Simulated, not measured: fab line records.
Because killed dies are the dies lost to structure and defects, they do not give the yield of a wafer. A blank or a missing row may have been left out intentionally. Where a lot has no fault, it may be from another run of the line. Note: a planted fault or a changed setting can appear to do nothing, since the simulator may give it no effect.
A struck lot beside a sound one	flow n5_finfet	37 out of 1938 route steps
Sound: the wafers L759.2, L759.4, L759.6. Wafers struck: L769.3, L769.4, L769.6. The cause is given at the end.
For every step that has rows: the tool of each side, followed by ch and its chambers, followed by its first start. Under that, the readings that differ: sound wafers	struck wafers	difference of the means	sigmas: that difference in standard deviations of wafers without a fault.
alike: same words and numbers on both sides, and readings whose means sit less than 2 such deviations apart. not compared: any withheld reading, any reading some wafer has no value for, any bound like >300 that may hide the same value, and any number with overlapping values for which the record gives no deviation.
The two part at a step that has a row with sigmas, a row that says differs or no value, or rows on one side only. When numbers do not overlap yet have no deviation, they are printed without sigmas and do not part them. A reading missing from all wafers of one side parts the sides only when that side holds two or more wafers.

first, 8 steps without rows for these wafers: N5_BEOL_M3_ECD_50 (material Cu, target thk 300 nm); N5_BEOL_M3_ANNEAL_51 (time 90 s); N5_BEOL_M3_CMP_52 (polishes, stops on SiOC, t overpolish 6.8 s, target thk 40 nm); N5_BEOL_M3_PRE_CLEAN_60 (time 15 s); N5_BEOL_M3_CO_CAP_55 (material Co, precursor CCTBA/H2, target thk 2 nm, time 102.1 s); N5_BEOL_M3_PRE_CLEAN_56 (time 15 s); N5_BEOL_M3_DEP_57 (deposits SiCN from 3MS/NH3, target thk 8 nm, time 14 s); N5_BEOL_M4_ILD_DEP_00 (deposits SiOC from DEMS/O2, target thk 79 nm, time 15.3 s).
N5_BEOL_M4_PECVD_72: deposits SiO2 from TEOS/O2, target thk 16 nm, time 18 s.
  sound on pecvd-01 ch 0,2, day 11 08:53; struck on pecvd-01 ch 0,1, day 13 10:48
reading	sound	struck	difference	sigmas
susceptor_temp_C (C)	400.18 399.63 399.91	393.57 394.19 393.81	-6.05	-24
model.SiO2_of_BEOL_M4_PECVD_72.thk_nm (nm)	16.2 16.2 16.4	16.6 17 16.8	+0.5	
  alike: heater_power_w, rf_fwd_power_W, showerhead_plenum_p_Torr, throttle_valve_pct
then, 25 steps without rows for these wafers: N5_BEOL_M4_HM_DEP_02 (deposits TiN, target thk 20 nm); N5_BEOL_M4_COAT_61 (time 60 s, resist thk 60 nm); N5_BEOL_M4_COAT_62 (time 60 s, resist thk 12 nm); N5_BEOL_M4_COAT_73 (time 60 s, resist thk 5 nm); N5_BEOL_M4_COAT_05 (resist thk 30 nm); N5_BEOL_M4_EBR_07; N5_BEOL_M4_SOFTBAKE_06 (time 60 s); N5_BEOL_M4_EXPOSE_08 (exposes mask M4); N5_BEOL_M4_PEB_09 (peb time 60 s); N5_BEOL_M4_DEVELOP_10 (develop time 30 s); N5_BEOL_M4_DESCUM_16 (chemistry O2, time 7 s); N5_BEOL_M4_ETCH_74 (etches underlayer in N2/H2, target depth 6.5 nm, time 5.2 s); N5_BEOL_M4_ETCH_63 (etches SiARC in CF4, target depth 15.6 nm, time 26 s); N5_BEOL_M4_ETCH_64 (etches SOC in N2/H2, target depth 75 nm, overetch 22.5 nm, time 121.9 s); N5_BEOL_M4_STRIP_65 (strips in N2/H2); N5_BEOL_M4_STRIP_75 (strips in N2/H2); N5_BEOL_M4_STRIP_66 (strips in CF4); N5_BEOL_M4_HM_OPEN_17 (chemistry Cl2/BCl3, target TiN, target depth 20 nm, overetch 6 nm); N5_BEOL_M4_STRIP_19 (strips in O2); N5_BEOL_M4_COAT_67 (time 60 s, resist thk 60 nm); N5_BEOL_M4_COAT_68 (time 60 s, resist thk 12 nm); N5_BEOL_M4_COAT_76 (time 60 s, resist thk 5 nm); N5_BEOL_M4_COAT_22 (resist thk 30 nm); N5_BEOL_M4_EBR_24; N5_BEOL_M4_SOFTBAKE_23 (time 60 s).
N5_BEOL_M4_HM_STRIP_39: strips TiN in peroxide tin strip, target depth 25 nm, time 158 s.
  sound on wet_bench-04 ch 2,6,7, day 11 14:22; struck on wet_bench-02 ch 0,1,2, day 14 07:43
reading	sound	struck	difference	sigmas
model.SiO2_of_BEOL_M4_PECVD_72.thk_nm (nm)	16 16 16.2	16.4 16.8 16.8	+0.6	
N5_BEOL_M4_RC_MEAS_101:
  sound on prober-01 ch 0, day 11 19:07; struck on prober-02 ch 0, day 14 13:02
reading	sound	struck	difference	sigmas
ION_N (uA/um)	682 695 679	669 664 662	-20	-2
  alike: DIBL_N, DIBL_P, IOFF_N, IOFF_P, ION_P, SS_N, SS_P, VT_N, VT_P
-- here the record skips 4 days between the struck wafers' starts before and after, leaving off in module BEOL_M4 and picking up in module PASSIVATION (first step shown: number 1936 of the route) --
N5_PASSIVATION_PROBE_49:
  sound: prober-01 at day 16 08:53; struck: prober-01 at day 18 21:04
reading	sound	struck	difference	sigmas
defect_limited_yield (%)	92.9 93.6 93.3	91.3 90.7 88.8	-3.0	-2
killed_at_M4_up	11 9 7	20 15 30	+13	+2
killed_short	30 20 26	43 42 44	+18	+2
sort_yield_pct (%)	92.9 93.6 93.3	91.3 90.7 88.8	-3.0	-2
  alike: killed_at_M0_to_M3, killed_at_contacts, killed_at_front_end, killed_at_other, killed_dies, killed_open, sort_bin_5_function, sort_bin_6_memory, sort_bin_8_speed, sort_n_pass

== WHERE THEY PART ==
Earliest at N5_BEOL_M4_PECVD_72; latest, in this record, at N5_PASSIVATION_PROBE_49.

WHY: what had been put in by the simulator
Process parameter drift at N5_BEOL_M4_PECVD_72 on pecvd-01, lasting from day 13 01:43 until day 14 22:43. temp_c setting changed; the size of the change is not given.
